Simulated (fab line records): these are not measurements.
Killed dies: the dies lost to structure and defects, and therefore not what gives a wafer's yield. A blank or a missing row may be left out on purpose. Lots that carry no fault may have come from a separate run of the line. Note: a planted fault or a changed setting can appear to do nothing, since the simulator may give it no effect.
What tool caused it? | flow nand-harc | 72 wafers sampled from 24 lots at 1 step of a route of 1159

== WHAT THE GAUGES SHOWED, per wafer ==
NHARC_A_WL_FILL_INSPECT_15. Usual: raw-defect-count reads 420 (standard deviation 140).
lot  | measured     | on                | raw-defect-count | flag
L074 | day 15 21:29 | defect-inspect-02 | 511 861 465      |
L075 | day 16 10:43 | defect-inspect-02 | 307 225 247      |
L077 | day 16 17:29 | defect-inspect-01 | 548 748 362      |
L076 | day 16 19:19 | defect-inspect-02 | 237 275 319      |
L079 | day 17 12:00 | defect-inspect-02 | 568 672 957      |
L078 | day 17 15:28 | defect-inspect-01 | 382 344 354      |
L080 | day 17 23:33 | defect-inspect-01 | 293 198 299      |
L081 | day 18 01:31 | defect-inspect-01 | 317 427 515      |
L082 | day 18 14:56 | defect-inspect-01 | 299 266 374      |
L084 | day 18 14:56 | defect-inspect-02 | 323 451 323      |
L083 | day 19 13:09 | defect-inspect-02 | 342 291 305      |
L085 | day 19 13:10 | defect-inspect-01 | 284 427 509      |
L086 | day 19 17:26 | defect-inspect-02 | 351 347 364      |
L087 | day 19 17:27 | defect-inspect-01 | 452 428 463      |
L092 | day 19 22:27 | defect-inspect-01 | 396 374 427      |
L090 | day 19 22:31 | defect-inspect-01 | 347 365 413      |
L089 | day 20 02:37 | defect-inspect-02 | 509 374 538      |
L088 | day 20 02:46 | defect-inspect-01 | 308 466 264      |
L091 | day 20 11:15 | defect-inspect-02 | 803 346 908      |
L093 | day 21 05:31 | defect-inspect-01 | 424 402 374      |
L094 | day 21 09:47 | defect-inspect-01 | 372 469 319      |
L095 | day 21 14:01 | defect-inspect-02 | 658 448 422      |
L097 | day 21 19:27 | defect-inspect-02 | 592 482 547      |
L096 | day 22 01:10 | defect-inspect-01 | 452 491 596      |

== TOOL THAT RAN EACH LOT (tool first, then ch and the chambers of the sampled wafers, then the start) ==
No process step before these readings appears in the record.

== WHAT THE TOOLS THEMSELVES READ (means of the sampled wafers that have a number; where no wafer has one, the mark that the record gives instead) ==
The record holds no such reading with a usual standard deviation.

== THE ANSWER, worked out from the rows above alone ==
Rule: a lot is off if the mean of its wafers that have a number lies more than 3 standard deviations from the usual mean. Also off: a lot with no number at a reading for which 4 or more lots have one. The other lots that the step has rows for count as sound. First the gauges in route order, then the tools' own readings, where a lot's mean is used as printed above. At the first step where some lot is off, the reading lying furthest off is the one used; lots without a number count as furthest.
Nothing can be told from this: no lot is off at any reading shown.

== WHAT WAS PUT IN BY THE SIMULATOR ==
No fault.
